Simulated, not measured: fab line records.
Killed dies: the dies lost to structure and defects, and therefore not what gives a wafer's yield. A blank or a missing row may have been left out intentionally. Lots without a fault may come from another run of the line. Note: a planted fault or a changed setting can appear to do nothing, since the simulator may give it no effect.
fab line records | flow n5Finfet
[record] lots = 24 wafers = 72 lastDay = 18
route steps=1938 shown WELL_APT@50 PMOS_HMC_CHANNEL_EPI@68 FIN_SAQP@97
lots that met no fault: from a run of the same line without faults
startH: the number of hours between the record's first day and the start of the first shown wafer of the lot | waitH: hours from the lot's prior step to this one | " same as the row above | L1.1+2: one row covering several wafers at once | - no value present, or no start provided | * or withheld: withheld | < > ~ a bound
route shown NAME@n: a module of which the file shows steps, and the number in the route of the first | usual: mean and standard deviation over wafers with no fault | same: alike in all rows | chamber/n: place in a boat | sites: readings site by site | _std_site: the standard deviation of these | _edge_site: inner sites' mean taken away from outer sites' mean | radiusMm: how far each site lies from the wafer's centre | mask NAME#n: copy n | behind: the most recent tool/chamber to have shaped the wafer | hold: cause of the lot's hold/its duration in hours/its outcome | device: whichever transistor did not switch (one of n, p or np) | end of line: the same wafers' tests at the end of the route | step lacking rows: just its recipe | killed: the dies lost at the first sort to structure and to defects; this is not the yield of the wafer | map: shows each die of a wafer: x if killed, . if not, _ if none is there
set.NAME: the run value of the setting; set.NAME@STEP: its run value at that earlier step | model.NAME: the simulator's own value behind a step, which no gauge read
one table for each step of the route and one row for each wafer, over a sample of lots
services: the hour from which a tool's chamber was out of use, counted from the record's first day as startH (under 0 if before that day), plus the number of hours and why
[[steps]]
[step N5_WELL_APT_RTA_34]
[recipe] tempC = 1000 timeS = 10 ambient = N2 idleTempC = 600 rampUpCPerS = 150 rampDownCPerS = 60 coolToC = 600
[usual] lampPowerPct = 13.01/0.05 lamp_zone_2_pct = 12.996/0.03 wafer_temp_C_max = 1003.6/1.1
// columns lot.wafer tool chamber startH waitH lampPowerPct lamp_zone_2_pct wafer_temp_C_max
L074.1 rtpAnneal-02 0 16.65 0.0 12.98 12.992 1002.1
L074.4 " 0 " " 13.07 13.066 1003.5
L074.5 " 0 " " 12.94 12.973 1004.3
L075.3 rtpAnneal-02 0 22.75 0.1 13.00 13.033 1006.5
L075.4 " 0 " " 12.96 12.970 1002.8
L075.6 " 0 " " 12.93 13.090 1004.4
L076.2 rtpAnneal-02 0 27.98 0.0 12.98 12.916 1002.4
L076.3 " 0 " " 13.00 13.031 1004.0
L076.5 " 0 " " 13.08 13.043 1002.4
L077.2 rtpAnneal-01 0 34.48 0.0 13.02 12.979 1002.5
L077.3 " 0 " " 12.93 12.977 1003.3
L077.5 " 0 " " 13.03 12.956 1002.7
L078.1 rtpAnneal-01 0 39.82 0.0 13.03 13.008 1003.2
L078.2 " 0 " " 13.02 13.025 1004.4
L078.6 " 0 " " 12.99 12.983 1003.5
L079.1 rtpAnneal-01 0 46.50 0.0 13.13 12.964 1002.0
L079.2 " 0 " " 13.10 13.004 1004.1
L079.5 " 0 " " 13.03 13.023 1001.4
L080.2 rtpAnneal-02 0 52.25 0.0 12.99 12.997 1005.4
L080.3 " 0 " " 13.06 13.002 1003.6
L080.5 " 0 " " 13.01 12.987 1004.6
L081.2 rtpAnneal-02 0 58.36 0.0 12.98 13.027 1002.8
L081.5 " 0 " " 12.95 12.976 1004.2
L081.6 " 0 " " 12.97 13.013 1002.5
L082.1 rtpAnneal-02 0 64.06 0.0 12.93 12.973 1003.8
L082.2 " 0 " " 13.03 13.034 1004.6
L082.3 " 0 " " 13.05 13.013 1002.6
L083.4 rtpAnneal-02 0 71.09 0.1 12.90 13.025 1004.3
L083.5 " 0 " " 12.93 12.999 1001.7
L083.6 " 0 " " 13.04 13.019 1005.0
L084.2 rtpAnneal-01 0 75.94 0.1 13.00 13.008 1003.3
L084.3 " 0 " " 13.00 12.962 1007.3
L084.4 " 0 " " 13.06 13.020 1003.4
L085.4 rtpAnneal-02 0 81.79 0.2 13.05 13.016 1002.9
L085.5 " 0 " " 13.11 12.997 1004.0
L085.6 " 0 " " 12.97 13.043 1006.4
L086.2 rtpAnneal-02 0 87.89 0.0 12.97 13.022 1003.2
L086.4 " 0 " " 12.99 12.974 1004.9
L086.5 " 0 " " 13.06 13.009 1003.2
L087.2 rtpAnneal-01 0 94.21 0.0 12.98 12.989 1002.4
L087.3 " 0 " " 12.97 12.983 1003.1
L087.6 " 0 " " 12.98 12.971 1005.7
L088.1 rtpAnneal-02 0 100.73 0.3 12.95 13.045 1003.7
L088.3 " 0 " " 12.98 12.916 1003.5
L088.4 " 0 " " 13.00 12.930 1001.7
L089.3 rtpAnneal-02 0 106.13 0.1 13.00 12.977 1003.3
L089.4 " 0 " " 13.02 13.029 1003.8
L089.5 " 0 " " 13.00 13.032 1001.8
L090.3 rtpAnneal-02 0 111.91 0.3 12.96 12.964 1003.2
L090.4 " 0 " " 13.13 12.993 1004.1
L090.6 " 0 " " 13.06 13.013 1003.2
L091.2 rtpAnneal-02 0 118.28 0.0 13.08 13.028 1003.7
L091.4 " 0 " " 12.99 13.036 1003.5
L091.5 " 0 " " 13.00 12.984 1003.1
L092.1 rtpAnneal-02 0 124.41 0.0 13.03 12.943 1003.5
L092.4 " 0 " " 12.98 12.992 1003.6
L092.6 " 0 " " 12.94 12.995 1005.3
L093.1 rtpAnneal-02 0 129.78 0.1 13.03 12.983 1005.7
L093.2 " 0 " " 12.99 12.991 1001.5
L093.6 " 0 " " 13.06 13.025 1004.3
L094.2 rtpAnneal-02 0 136.14 0.3 13.02 12.967 1002.0
L094.3 " 0 " " 12.89 13.020 1004.2
L094.6 " 0 " " 13.02 12.987 1003.9
L095.1 rtpAnneal-02 0 141.84 0.0 13.04 12.986 1001.7
L095.3 " 0 " " 12.99 13.031 1002.2
L095.5 " 0 " " 13.04 12.985 1002.9
L096.1 rtpAnneal-02 0 147.85 0.0 13.08 12.990 1004.1
L096.2 " 0 " " 12.97 12.973 1004.0
L096.5 " 0 " " 13.02 12.996 1002.5
L097.1 rtpAnneal-01 0 153.74 0.2 12.89 12.968 1003.6
L097.2 " 0 " " 13.03 12.996 1004.2
L097.4 " 0 " " 12.94 13.009 1005.1
[step N5_PMOS_HMC_CHANNEL_EPI_DESCUM_14]
[recipe] chemistry = O2 timeS = 7.9 sourcePowerW = 50 biasPowerW = 20 pressureMtorr = 20 rfFrequencyHz = 2.712e+07 tempC = 40 resist = CAR-ArF-block o2FlowSccm = 225
[usual] drypumpMotorCurrentA = 5.8/0.32 oesProductAu = 0.81/0.07 rfVppV = 243.1/1.4 showerheadPlenumPTorr = 2.10/0.074 throttleValvePct = 20.42/0.21
// columns lot.wafer tool chamber startH waitH drypumpMotorCurrentA oesProductAu rfHoursCounterH rfVppV showerheadPlenumPTorr throttleValvePct
L074.1 rieDiel-01 0 18.51 0.6 5.8 0.94 5 243.8 2.17 20.21
L074.4 " 3 " " 5.7 0.81 98 242.4 2.00 20.38
L074.5 " 1 " " 5.9 0.77 - 241.6 2.03 20.64
L075.3 rieDiel-01 2 24.48 0.0 6.4 0.77 133 243.5 2.20 20.44
L075.4 " 1 " " 5.9 0.76 150 241.5 2.03 20.65
L075.6 " 3 " " 5.7 0.81 - 242.7 2.00 20.40
L076.2 rieDiel-04 3 29.73 0.4 5.0 0.83 76 242.9 2.11 19.86
L076.3 " 1 " " 5.7 0.97 12 241.4 2.09 20.31
L076.5 " 3 " " 5.0 0.83 - 245.1 2.11 19.88
L077.2 rieDiel-04 3 36.11 0.0 5.0 0.82 78 243.0 2.11 19.86
L077.3 " 2 " " 6.0 0.73 176 240.9 2.00 20.39
L077.5 " 1 " " 5.7 0.98 - 243.0 2.09 20.30
L078.1 rieDiel-03 2 41.75 0.4 5.6 0.80 100 243.6 2.18 20.58
L078.2 " 1 " " 5.4 0.86 58 242.2 2.12 20.08
L078.6 " 3 " " 5.9 0.73 - 242.6 2.09 20.52
L079.1 rieDiel-04 2 48.18 0.2 6.0 0.73 180 242.1 2.00 20.41
L079.2 " 1 " " 5.7 0.96 18 242.8 2.08 20.32
L079.5 " 1 " " 5.7 0.95 - 242.6 2.08 20.34
L080.2 rieDiel-04 0 54.30 0.7 5.7 0.86 66 246.0 2.15 20.59
L080.3 " 2 " " 6.0 0.74 182 242.5 2.00 20.41
L080.5 " 3 " " 5.0 0.82 - 244.0 2.10 19.88
L081.2 rieDiel-01 1 60.47 0.7 5.9 0.75 156 241.2 2.03 20.66
L081.5 " 0 " " 5.8 0.90 - 243.3 2.17 20.20
L081.6 " 3 " " 5.7 0.80 - 242.1 2.00 20.38
L082.1 rieDiel-04 2 65.69 0.0 6.0 0.73 187 241.3 1.99 20.42
L082.2 " 1 " " 5.7 0.94 26 242.2 2.08 20.34
L082.3 " 0 " " 5.7 0.85 71 242.8 2.15 20.58
L083.4 rieDiel-04 3 72.35 0.0 5.0 0.81 90 242.0 2.10 19.90
L083.5 " 3 " " 5.0 0.82 - 242.8 2.10 19.89
L083.6 " 2 " " 6.0 0.73 - 241.7 1.99 20.43
L084.2 rieDiel-03 1 77.44 0.0 5.4 0.84 74 241.9 2.11 20.10
L084.3 " 0 " " 5.7 0.94 13 244.4 2.22 20.55
L084.4 " 2 " " 5.6 0.78 115 244.7 2.18 20.62
L085.4 rieDiel-01 3 83.34 0.0 5.7 0.80 111 241.1 2.00 20.40
L085.5 " 3 " " 5.7 0.80 - 240.9 2.00 20.43
L085.6 " 0 " " 5.8 0.88 - 244.8 2.16 20.21
L086.2 rieDiel-01 0 89.27 0.0 5.8 0.89 25 242.1 2.16 20.21
L086.4 " 2 " " 6.3 0.75 149 243.9 2.19 20.48
L086.5 " 1 " " 5.9 0.75 - 242.0 2.02 20.69
L087.2 rieDiel-01 2 95.76 0.2 6.4 0.75 151 245.5 2.19 20.46
L087.3 " 3 " " 5.7 0.80 114 241.9 2.00 20.43
L087.6 " 2 " " 6.4 0.75 - 243.9 2.19 20.47
L088.1 rieDiel-01 2 102.13 0.0 6.3 0.74 154 246.6 2.19 20.47
L088.3 " 1 " " 5.9 0.74 171 241.4 2.02 20.67
L088.4 " 3 " " 5.7 0.78 117 243.4 2.00 20.42
L089.3 rieDiel-03 1 107.37 0.0 5.4 0.83 83 244.6 2.11 20.12
L089.4 " 0 " " 5.7 0.92 22 245.2 2.21 20.55
L089.5 " 0 " " 5.7 0.91 - 244.7 2.21 20.56
L090.3 rieDiel-01 3 113.21 0.0 5.7 0.79 120 242.7 2.00 20.42
L090.4 " 2 " " 6.4 0.75 158 245.0 2.19 20.48
L090.6 " 1 " " 5.9 0.74 - 241.4 2.02 20.70
L091.2 rieDiel-01 2 120.05 0.4 6.4 0.74 160 245.3 2.19 20.48
L091.4 " 3 " " 5.7 0.78 122 241.5 2.00 20.41
L091.5 " 2 " " 6.3 0.75 - 244.9 2.19 20.49
L092.1 rieDiel-03 3 125.70 0.0 5.9 0.71 198 243.2 2.08 20.58
L092.4 " 2 " " 5.6 0.78 129 244.9 2.17 20.62
L092.6 " 3 " " 5.9 0.71 - 242.5 2.08 20.56
L093.1 rieDiel-01 2 131.21 0.0 6.3 0.75 163 244.3 2.19 20.47
L093.2 " 1 " " 5.9 0.73 179 240.0 2.02 20.71
L093.6 " 3 " " 5.7 0.79 - 241.8 1.99 20.44
L094.2 rieDiel-03 0 137.73 0.4 5.7 0.90 31 244.5 2.21 20.56
L094.3 " 1 " " 5.4 0.82 92 244.0 2.10 20.12
L094.6 " 3 " " 5.9 0.71 - 242.8 2.08 20.57
L095.1 rieDiel-03 0 143.58 0.2 5.7 0.89 33 245.1 2.21 20.56
L095.3 " 3 " " 5.8 0.71 204 242.6 2.08 20.56
L095.5 " 3 " " 5.9 0.71 - 243.4 2.08 20.57
L096.1 rieDiel-01 1 149.27 0.0 5.9 0.72 184 242.1 2.01 20.70
L096.2 " 3 " " 5.7 0.77 131 242.2 1.99 20.45
L096.5 " 3 " " 5.7 0.77 - 242.2 1.99 20.44
L097.1 rieDiel-04 1 155.18 0.0 5.7 0.90 53 242.9 2.07 20.37
L097.2 " 0 " " 5.7 0.81 98 242.1 2.14 20.62
L097.4 " 0 " " 5.7 0.81 - 243.3 2.14 20.61
[step N5_PMOS_HMC_CHANNEL_EPI_EPI_26]
[recipe] material = Si targetThkA = 38 tempC = 650 precursor = SiH4/H2 pressureTorr = 20 timeS = 22.7
[usual] susceptor_temp_C_max = 651.8/0.5 throttleValvePct = 11.2/0.3
// columns lot.wafer tool chamber startH waitH susceptor_temp_C_max throttleValvePct
L074.1 epiRpcvd-04 0 20.90 0.0 651.5 11.0
L074.4 " 0 " " 651.6 10.9
L074.5 " 0 " " 651.0 10.8
L075.3 epiRpcvd-01 0 27.00 0.2 651.3 11.0
L075.4 " 0 " " 651.1 11.0
L075.6 " 0 " " 651.5 11.2
L076.2 epiRpcvd-03 0 32.16 0.1 651.4 11.4
L076.3 " 0 " " 651.5 11.6
L076.5 " 0 " " 652.2 11.4
L077.2 epiRpcvd-03 0 38.53 0.1 652.7 11.2
L077.3 " 0 " " 652.1 11.5
L077.5 " 0 " " 652.3 11.5
L078.1 epiRpcvd-01 0 44.14 0.0 652.0 10.8
L078.2 " 0 " " 651.8 11.2
L078.6 " 0 " " 651.6 11.0
L079.1 epiRpcvd-04 0 50.55 0.0 650.9 11.1
L079.2 " 0 " " 651.1 11.0
L079.5 " 0 " " 651.1 10.9
L080.2 epiRpcvd-03 0 56.71 0.1 651.9 11.8
L080.3 " 0 " " 651.2 11.2
L080.5 " 0 " " 652.6 11.2
L081.2 epiRpcvd-01 0 62.91 0.1 652.0 11.0
L081.5 " 0 " " 651.8 11.1
L081.6 " 0 " " 652.2 11.0
L082.1 epiRpcvd-03 0 68.06 0.0 651.7 11.1
L082.2 " 0 " " 652.7 11.5
L082.3 " 0 " " 651.3 11.6
L083.4 epiRpcvd-01 0 74.86 0.2 651.5 10.7
L083.5 " 0 " " 651.4 10.6
L083.6 " 0 " " 651.1 11.2
L084.2 epiRpcvd-01 0 80.27 0.1 652.1 11.2
L084.3 " 0 " " 652.0 11.1
L084.4 " 0 " " 651.6 11.1
L085.4 epiRpcvd-04 0 86.37 0.3 651.8 11.1
L085.5 " 0 " " 651.4 10.9
L085.6 " 0 " " 651.0 10.7
L086.2 epiRpcvd-01 0 92.62 0.1 651.6 10.8
L086.4 " 0 " " 652.1 11.1
L086.5 " 0 " " 651.8 11.1
L087.2 epiRpcvd-03 0 98.19 0.1 651.2 11.6
L087.3 " 0 " " 651.6 11.6
L087.6 " 0 " " 652.4 11.7
L088.1 epiRpcvd-01 0 104.50 0.0 653.2 11.1
L088.3 " 0 " " 652.7 10.7
L088.4 " 0 " " 652.1 10.9
L089.3 epiRpcvd-01 0 109.84 0.1 652.2 10.9
L089.4 " 0 " " 651.7 11.0
L089.5 " 0 " " 651.9 11.3
L090.3 epiRpcvd-03 0 115.69 0.1 652.0 11.6
L090.4 " 0 " " 651.8 11.5
L090.6 " 0 " " 652.9 11.6
L091.2 epiRpcvd-01 0 124.13 0.1 651.7 11.0
L091.4 " 0 " " 651.7 11.1
L091.5 " 0 " " 651.4 11.2
L092.1 epiRpcvd-03 0 129.71 0.0 651.6 11.5
L092.4 " 0 " " 651.9 11.8
L092.6 " 0 " " 651.5 11.5
L093.1 epiRpcvd-03 0 136.17 0.0 651.9 11.6
L093.2 " 0 " " 651.8 11.4
L093.6 " 0 " " 652.4 11.4
L094.2 epiRpcvd-03 0 140.16 0.1 652.0 11.7
L094.3 " 0 " " 652.6 11.5
L094.6 " 0 " " 652.3 11.5
L095.1 epiRpcvd-04 0 145.96 0.0 651.2 10.7
L095.3 " 0 " " 651.5 11.1
L095.5 " 0 " " 650.7 11.1
L096.1 epiRpcvd-01 0 153.28 0.0 652.6 11.2
L096.2 " 0 " " 652.5 11.0
L096.5 " 0 " " 652.0 10.9
L097.1 epiRpcvd-01 0 158.54 0.0 651.8 10.8
L097.2 " 0 " " 651.5 11.1
L097.4 " 0 " " 651.7 11.1
[step N5_FIN_SAQP_THK_MEAS_05]
[usual] thkNm = 38.0/0.53
// columns lot.wafer tool chamber startH waitH thkNm
L074.1 filmMetro-02 - 22.64 0.1 37.1
L074.4 " - " " 38.0
L074.5 " - " " 38.2
L075.3 filmMetro-02 - 28.00 0.1 38.4
L075.4 " - " " 38.1
L075.6 " - " " 38.3
L076.2 filmMetro-02 - 33.15 0.1 38.4
L076.3 " - " " 38.8
L076.5 " - " " 38.7
L077.2 filmMetro-02 - 39.68 0.1 37.9
L077.3 " - " " 37.8
L077.5 " - " " 39.3
L078.1 filmMetro-02 - 45.29 0.1 37.6
L078.2 " - " " 37.5
L078.6 " - " " 38.4
L079.1 filmMetro-01 - 51.61 0.1 36.9
L079.2 " - " " 37.7
L079.5 " - " " 38.6
L080.2 filmMetro-01 - 57.68 0.1 38.0
L080.3 " - " " 37.9
L080.5 " - " " 38.5
L081.2 filmMetro-02 - 63.86 0.1 38.0
L081.5 " - " " 38.3
L081.6 " - " " 38.7
L082.1 filmMetro-01 - 69.15 0.1 38.5
L082.2 " - " " 38.3
L082.3 " - " " 38.3
L083.4 filmMetro-01 - 75.71 0.0 38.5
L083.5 " - " " 38.8
L083.6 " - " " 38.1
L084.2 filmMetro-02 - 81.40 0.1 37.9
L084.3 " - " " 37.7
L084.4 " - " " 38.2
L085.4 filmMetro-01 - 89.31 0.0 38.0
L085.5 " - " " 37.6
L085.6 " - " " 38.3
L086.2 filmMetro-02 - 93.57 0.1 37.9
L086.4 " - " " 37.9
L086.5 " - " " 39.1
L087.2 filmMetro-02 - 99.14 0.1 37.4
L087.3 " - " " 37.3
L087.6 " - " " 37.9
L088.1 filmMetro-02 - 105.51 0.1 37.6
L088.3 " - " " 37.4
L088.4 " - " " 38.3
L089.3 filmMetro-02 - 110.82 0.1 37.2
L089.4 " - " " 38.0
L089.5 " - " " 38.5
L090.3 filmMetro-01 - 116.79 0.1 36.9
L090.4 " - " " 38.2
L090.6 " - " " 37.7
L091.2 filmMetro-01 - 125.10 0.1 38.5
L091.4 " - " " 38.4
L091.5 " - " " 38.1
L092.1 filmMetro-01 - 130.81 0.1 37.3
L092.4 " - " " 37.7
L092.6 " - " " 38.6
L093.1 filmMetro-02 - 137.61 0.1 38.8
L093.2 " - " " 37.5
L093.6 " - " " 38.7
L094.2 filmMetro-02 - 141.20 0.1 37.6
L094.3 " - " " 37.5
L094.6 " - " " 38.1
L095.1 filmMetro-01 - 147.46 0.1 37.2
L095.3 " - " " 37.4
L095.5 " - " " 38.1
L096.1 filmMetro-02 - 154.29 0.1 37.2
L096.2 " - " " 37.4
L096.5 " - " " 38.1
L097.1 filmMetro-01 - 159.54 0.1 37.9
L097.2 " - " " 36.9
L097.4 " - " " 37.9
[step N5_FIN_SAQP_PECVD_47]
[recipe] material = a-Si targetThkA = 450 tempC = 400 precursor = SiH4/He pressureTorr = 3 rfW = 100 timeS = 36.3
[usual] heaterPowerW = 784/93 showerheadPlenumPTorr = 5.66/0.049 throttleValvePct = 17.6/0.71
// columns lot.wafer tool chamber startH waitH heaterPowerW showerheadPlenumPTorr throttleValvePct
L074.1 pecvd-03 2 22.68 0.0 659 5.63 17.6
L074.4 " 2 " " 669 5.62 17.9
L074.5 " 0 " " 806 5.69 17.1
L075.3 pecvd-03 2 28.06 0.1 675 5.62 17.5
L075.4 " 0 " " 905 5.69 17.2
L075.6 " 2 " " 656 5.62 17.6
L076.2 pecvd-02 0 33.19 0.0 831 5.64 17.0
L076.3 " 1 " " 775 5.67 18.3
L076.5 " 0 " " 859 5.61 16.8
L077.2 pecvd-02 1 39.71 0.0 791 5.66 18.3
L077.3 " 2 " " 746 5.60 17.9
L077.5 " 0 " " 860 5.62 17.0
L078.1 pecvd-02 1 45.33 0.0 837 5.66 18.2
L078.2 " 2 " " 765 5.60 17.9
L078.6 " 2 " " 763 5.59 17.8
L079.1 pecvd-02 0 51.65 0.0 894 5.64 16.8
L079.2 " 1 " " 790 5.66 18.6
L079.5 " 0 " " 874 5.61 17.0
L080.2 pecvd-01 1 57.72 0.0 750 5.61 17.3
L080.3 " 0 " " 753 5.67 17.5
L080.5 " 2 " " 679 5.76 15.7
L081.2 pecvd-03 0 63.90 0.0 900 5.69 16.9
L081.5 " 0 " " 896 5.68 17.0
L081.6 " 2 " " 693 5.62 17.9
L082.1 pecvd-02 2 69.19 0.0 736 5.61 17.7
L082.2 " 0 " " 845 5.63 17.2
L082.3 " 1 " " 837 5.65 18.5
L083.4 pecvd-02 1 75.77 0.1 820 5.67 18.4
L083.5 " 0 " " 871 5.62 17.2
L083.6 " 2 " " 657 5.61 17.7
L084.2 pecvd-02 0 81.44 0.0 904 5.62 16.9
L084.3 " 2 " " 718 5.60 18.0
L084.4 " 2 " " 713 5.60 17.7
L085.4 pecvd-01 1 89.37 0.1 687 5.59 17.1
L085.5 " 0 " " 820 5.69 17.5
L085.6 " 2 " " 719 5.75 16.1
L086.2 pecvd-03 0 93.61 0.0 826 5.66 17.0
L086.4 " 2 " " 695 5.64 17.5
L086.5 " 0 " " 827 5.68 17.3
L087.2 pecvd-03 1 99.17 0.0 927 5.76 18.8
L087.3 " 0 " " 822 5.67 17.3
L087.6 " 1 " " 922 5.76 18.9
L088.1 pecvd-03 1 105.54 0.0 882 5.74 18.8
L088.3 " 2 " " 601 5.62 18.0
L088.4 " 0 " " 921 5.68 17.2
L089.3 pecvd-02 2 110.86 0.0 746 5.61 17.8
L089.4 " 1 " " 798 5.67 18.2
L089.5 " 2 " " 738 5.60 18.1
L090.3 pecvd-03 1 116.83 0.0 876 5.76 18.8
L090.4 " 1 " " 882 5.74 18.8
L090.6 " 0 " " 921 5.67 17.4
L091.2 pecvd-01 1 125.14 0.0 743 5.60 17.5
L091.4 " 2 " " 605 5.75 15.7
L091.5 " 0 " " 775 5.69 17.4
L092.1 pecvd-03 2 130.84 0.0 682 5.62 17.6
L092.4 " 2 " " 665 5.64 17.5
L092.6 " 0 " " 933 5.69 17.3
L093.1 pecvd-01 0 137.65 0.0 814 5.68 17.9
L093.2 " 1 " " 746 5.60 17.5
L093.6 " 2 " " 731 5.76 16.0
L094.2 pecvd-03 1 141.24 0.0 954 5.75 18.8
L094.3 " 0 " " 815 5.68 17.3
L094.6 " 1 " " 950 5.76 19.0
L095.1 pecvd-03 1 147.50 0.0 943 5.75 18.9
L095.3 " 0 " " 910 5.67 17.4
L095.5 " 0 " " 906 5.67 17.3
L096.1 pecvd-03 0 154.33 0.0 829 5.67 17.4
L096.2 " 2 " " 613 5.62 17.7
L096.5 " 0 " " 818 5.67 17.7
L097.1 pecvd-02 0 159.58 0.0 835 5.62 16.9
L097.2 " 1 " " 817 5.65 18.3
L097.4 " 2 " " 682 5.59 18.0
[step N5_FIN_SAQP_HM_DEP_72]
[recipe] material = SiO2 targetThkA = 120 tempC = 400 precursor = SiH4/N2O pressureTorr = 0.75 rfW = 275 timeS = 7.2
[usual] heaterPowerW = 724/91 showerheadPlenumPTorr = 8.12/0.13
// columns lot.wafer tool chamber startH waitH heaterPowerW showerheadPlenumPTorr
L074.1 pecvd-02 0 22.96 0.0 719 8.04
L074.4 " 0 " " 749 8.04
L074.5 " 1 " " 769 8.14
L075.3 pecvd-02 2 28.31 0.0 704 7.99
L075.4 " 2 " " 707 7.97
L075.6 " 1 " " 716 8.14
L076.2 pecvd-03 2 33.40 0.0 599 8.03
L076.3 " 2 " " 616 8.02
L076.5 " 0 " " 885 8.15
L077.2 pecvd-02 1 39.92 0.0 741 8.13
L077.3 " 2 " " 652 7.97
L077.5 " 1 " " 753 8.14
L078.1 pecvd-01 0 45.54 0.0 665 8.20
L078.2 " 1 " " 699 7.98
L078.6 " 0 " " 664 8.21
L079.1 pecvd-02 2 51.86 0.0 672 7.99
L079.2 " 1 " " 779 8.14
L079.5 " 1 " " 778 8.13
L080.2 pecvd-03 2 57.92 0.0 613 8.04
L080.3 " 0 " " 782 8.17
L080.5 " 0 " " 810 8.17
L081.2 pecvd-02 2 64.17 0.0 647 7.97
L081.5 " 1 " " 769 8.15
L081.6 " 2 " " 646 7.98
L082.1 pecvd-03 2 69.40 0.0 572 8.03
L082.2 " 0 " " 770 8.17
L082.3 " 2 " " 564 8.02
L083.4 pecvd-03 1 75.98 0.1 894 8.38
L083.5 " 0 " " 847 8.15
L083.6 " 2 " " 564 8.02
L084.2 pecvd-01 1 81.65 0.0 688 7.97
L084.3 " 0 " " 755 8.20
L084.4 " 0 " " 762 8.22
L085.4 pecvd-02 0 89.58 0.1 771 8.03
L085.5 " 2 " " 624 7.99
L085.6 " 1 " " 780 8.12
L086.2 pecvd-03 0 93.88 0.0 820 8.19
L086.4 " 0 " " 820 8.18
L086.5 " 0 " " 830 8.17
L087.2 pecvd-02 1 99.38 0.0 804 8.13
L087.3 " 0 " " 810 8.04
L087.6 " 2 " " 729 7.97
L088.1 pecvd-01 0 105.75 0.0 741 8.22
L088.3 " 2 " " 664 8.38
L088.4 " 2 " " 657 8.39
L089.3 pecvd-03 0 111.06 0.0 857 8.18
L089.4 " 0 " " 807 8.18
L089.5 " 2 " " 623 8.03
L090.3 pecvd-03 0 117.04 0.0 883 8.17
L090.4 " 0 " " 883 8.18
L090.6 " 2 " " 602 8.03
L091.2 pecvd-02 0 125.34 0.0 812 8.04
L091.4 " 0 " " 807 8.05
L091.5 " 2 " " 678 7.96
L092.1 pecvd-03 1 131.05 0.0 878 8.38
L092.4 " 1 " " 869 8.40
L092.6 " 2 " " 621 8.01
L093.1 pecvd-01 2 137.86 0.0 565 8.37
L093.2 " 1 " " 715 8.00
L093.6 " 2 " " 600 8.39
L094.2 pecvd-01 1 141.45 0.0 684 7.95
L094.3 " 2 " " 675 8.36
L094.6 " 2 " " 658 8.39
L095.1 pecvd-01 0 147.71 0.0 739 8.19
L095.3 " 1 " " 688 7.97
L095.5 " 0 " " 764 8.21
L096.1 pecvd-02 2 154.60 0.0 627 7.99
L096.2 " 1 " " 734 8.12
L096.5 " 0 " " 709 8.04
L097.1 pecvd-03 1 159.80 0.0 861 8.40
L097.2 " 0 " " 890 8.20
L097.4 " 2 " " 618 8.01
[[services]]
// columns tool chamber startH hours kind
rieDiel-01 - -7.14 0.5 repair
rieDiel-01 1 -0.12 10.5 repair
pecvd-03 1 0.51 73.5 repair
rieDiel-03 - 6.52 14.6 pm
pecvd-03 - 13.39 6.0 pm
rieDiel-04 1 17.35 5.4 repair
rieDiel-01 1 19.96 4.4 repair
pecvd-01 2 21.12 - clean
pecvd-01 2 21.12 - consumableReplace:showerhead
pecvd-01 2 21.12 29.0 scheduledDown
pecvd-01 2 21.12 29.0 ventCycle
pecvd-01 - 36.43 5.5 pm
epiRpcvd-04 - 41.39 1.1 repair
rieDiel-01 - 44.12 14.6 pm
pecvd-03 - 49.73 4.3 pm
pecvd-01 - 50.30 3.1 repair
rieDiel-04 3 63.58 3.9 repair
rieDiel-01 3 74.90 5.1 repair
pecvd-02 0 76.61 - calibration
pecvd-03 1 89.80 5.5 scheduledDown
pecvd-01 - 90.03 14.6 pm
epiRpcvd-01 - 120.53 2.8 pm
rieDiel-04 - 146.76 2.8 pm
pecvd-03 1 151.52 7.0 repair
[[key]]
fault none
